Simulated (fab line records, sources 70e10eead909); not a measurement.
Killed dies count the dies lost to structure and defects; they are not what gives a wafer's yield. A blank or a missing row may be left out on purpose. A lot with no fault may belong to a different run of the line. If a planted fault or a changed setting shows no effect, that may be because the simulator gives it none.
Struck lot and sound lot, side by side | flow nand-harc | 14 steps out of a route of 1302
Sound: the wafers L193.1, L193.2, L193.5. Struck: wafers L183.1, L183.4, L183.6. The cause is named last.
Order at every step that has rows: each side's tool, ch and its chambers, its first start. Under that, the readings that differ: sound wafers | struck wafers | difference of the means | sigmas: that difference in standard deviations of wafers without a fault.
alike: same words and numbers on both sides, and readings whose means sit less than 2 such deviations apart. not compared: any withheld reading, any reading some wafer has no value for, any bound like >300 that may hide the same value, and any number with overlapping values for which the record gives no deviation.
The two part at a step that has a row with sigmas, a row that says differs or no value, or rows on one side only. Numbers that don't overlap but have no deviation are shown without sigmas and don't part them. A reading missing from all wafers of one side parts the sides only when that side holds two or more wafers.

first, 9 steps without rows for these wafers: NHARC_THIN_TSV_PVD_24 (deposits Al, target thk 800 nm); NHARC_THIN_TSV_DEHYDRATE_25 (time 120 s); NHARC_THIN_TSV_HMDS_26 (time 30 s); NHARC_THIN_TSV_COAT_27; NHARC_THIN_TSV_SOFTBAKE_28 (time 95 s); NHARC_THIN_TSV_EBR_29; NHARC_THIN_TSV_EXPOSE_30 (exposes mask PAD); NHARC_THIN_TSV_PEB_31 (peb time 85 s); NHARC_THIN_TSV_DEVELOP_32 (time 70 s).
NHARC_THIN_TSV_CD_MEAS_33: target cd 5000 nm.
  sound on cd-sem-02 ch 0, day 30 21:55; struck on cd-sem-03 ch 0, day 27 01:28
  alike: cd-nm
then, 1 step without rows for these wafers: NHARC_THIN_TSV_HARDBAKE_34 (time 80 s).
NHARC_THIN_TSV_DESCUM_35: chemistry O2, time 3 s.
  sound on rie-diel-07 ch 0,1,2, day 30 22:05; struck on rie-diel-02 ch 0,1,2, day 27 01:39
  alike: drypump-motor-current-A, o2-flow-sccm, oes-product-au, rf-vpp-V, showerhead-plenum-p-Torr, throttle-valve-pct
  not compared: rf-hours-counter-h
NHARC_THIN_TSV_ETCH_59: etches the open film in Cl2/BCl3, target depth 880 nm, time 138.1 s.
  sound on rie-metal-03 ch 0,1, day 30 22:12; struck on rie-metal-02 ch 0, day 27 01:47
  reading             | sound             | struck            | difference | sigmas
  mfc-cl2-sccm (sccm) | 60.15 60.15 59.92 | 59.49 59.43 59.64 | -0.55      | -3
  run-length-s (s)    | 160.0 159.5 160.0 | 148.7 148.9 148.9 | -11.0      | -24
  alike: drypump-motor-current-A, oes-product-au, throttle-valve-pct
  not compared: rf-hours-counter-h
NHARC_THIN_TSV_ETCH_36: etches the open film in Cl2/BCl3, target depth 65 nm, time 18.571 s.
  sound on rie-metal-03 ch 0,1, day 30 22:28; struck on rie-metal-02 ch 0,1, day 27 02:01
  alike: drypump-motor-current-A, oes-product-au, run-length-s
  not compared: rf-hours-counter-h

== WHERE THEY PART ==
At NHARC_THIN_TSV_ETCH_59 and nowhere else, as far as this record goes. Later steps at which nothing parts them and some readings are alike: NHARC_THIN_TSV_ETCH_36.

WHY: the cause the simulator had injected
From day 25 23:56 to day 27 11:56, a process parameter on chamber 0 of rie-metal-02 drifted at NHARC_THIN_TSV_ETCH_59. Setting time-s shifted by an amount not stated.
